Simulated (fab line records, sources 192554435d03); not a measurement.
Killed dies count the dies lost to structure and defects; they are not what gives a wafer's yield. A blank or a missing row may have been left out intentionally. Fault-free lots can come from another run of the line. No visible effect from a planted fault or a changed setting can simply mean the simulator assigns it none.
Matching of chambers || flow n5 finfet || N5_BEOL_M1_CO_CAP_55 on cvd co-02 has 3 sister chambers
The step material Co, precursor CCTBA/H2, target thk 2 nm, time 102.1 s. 6 wafers are shown with their chamber, then 12 later ones without.

== WAFERS WITH THEIR CHAMBER ==
{"wafer": "L087.4", "chamber": 2, "heater power outer w (W)": 114, "heater power w (W)": 224}
{"wafer": "L086.4", "chamber": 1, "heater power outer w (W)": 125, "heater power w (W)": 240}
{"wafer": "L086.6", "chamber": 0, "heater power outer w (W)": 137, "heater power w (W)": 258}
{"wafer": "L089.2", "chamber": 0, "heater power outer w (W)": 138, "heater power w (W)": 251}
{"wafer": "L089.4", "chamber": 2, "heater power outer w (W)": 122, "heater power w (W)": 218}
{"wafer": "L089.6", "chamber": 1, "heater power outer w (W)": 121, "heater power w (W)": 231}

== WAFERS WITHOUT THEIR CHAMBER ==
{"wafer": "L092.2", "heater power outer w (W)": 122, "heater power w (W)": 235}
{"wafer": "L092.4", "heater power outer w (W)": 121, "heater power w (W)": 233}
{"wafer": "L092.5", "heater power outer w (W)": 136, "heater power w (W)": 248}
{"wafer": "L093.2", "heater power outer w (W)": 125, "heater power w (W)": 233}
{"wafer": "L093.3", "heater power outer w (W)": 137, "heater power w (W)": 250}
{"wafer": "L093.5", "heater power outer w (W)": 118, "heater power w (W)": 219}
{"wafer": "L095.1", "heater power outer w (W)": 133, "heater power w (W)": 248}
{"wafer": "L095.3", "heater power outer w (W)": 127, "heater power w (W)": 235}
{"wafer": "L095.6", "heater power outer w (W)": 117, "heater power w (W)": 225}
{"wafer": "L096.2", "heater power outer w (W)": 118, "heater power w (W)": 221}
{"wafer": "L096.3", "heater power outer w (W)": 122, "heater power w (W)": 235}
{"wafer": "L096.5", "heater power outer w (W)": 116, "heater power w (W)": 223}

== THE CHAMBER EACH PASSED THROUGH ==
{"wafer": "L092.2", "from the rows above": 1, "in truth": 1}
{"wafer": "L092.4", "from the rows above": "can't be placed: 1 or 2", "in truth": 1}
{"wafer": "L092.5", "from the rows above": 0, "in truth": 0}
{"wafer": "L093.2", "from the rows above": 1, "in truth": 1}
{"wafer": "L093.3", "from the rows above": 0, "in truth": 0}
{"wafer": "L093.5", "from the rows above": 2, "in truth": 2}
{"wafer": "L095.1", "from the rows above": "can't be placed: 0 or 1", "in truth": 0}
{"wafer": "L095.3", "from the rows above": 1, "in truth": 1}
{"wafer": "L095.6", "from the rows above": "can't be placed: 2 or 1", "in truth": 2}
{"wafer": "L096.2", "from the rows above": 2, "in truth": 2}
{"wafer": "L096.3", "from the rows above": 1, "in truth": 1}
{"wafer": "L096.5", "from the rows above": 2, "in truth": 2}
Placed correctly: 9 of 12. Not placeable from these rows: 3 (in 3, the candidates include the true chamber). 0 placed wrongly.
How it was worked out, from the rows above alone: a wafer's distance from a chamber is the root of the sum, over the readings, of the square of ((its reading less the chamber's mean) divided by the reading's scatter). The wafer belongs to the nearest chamber; if the next one is less than 2 further off, it can't be placed. The mean given for a chamber averages the wafers shown for that chamber. How the scatter is found: for the shown wafers, subtract from each reading the mean of its chamber, square and add these, divide the total by (wafers less chambers), then take the root.
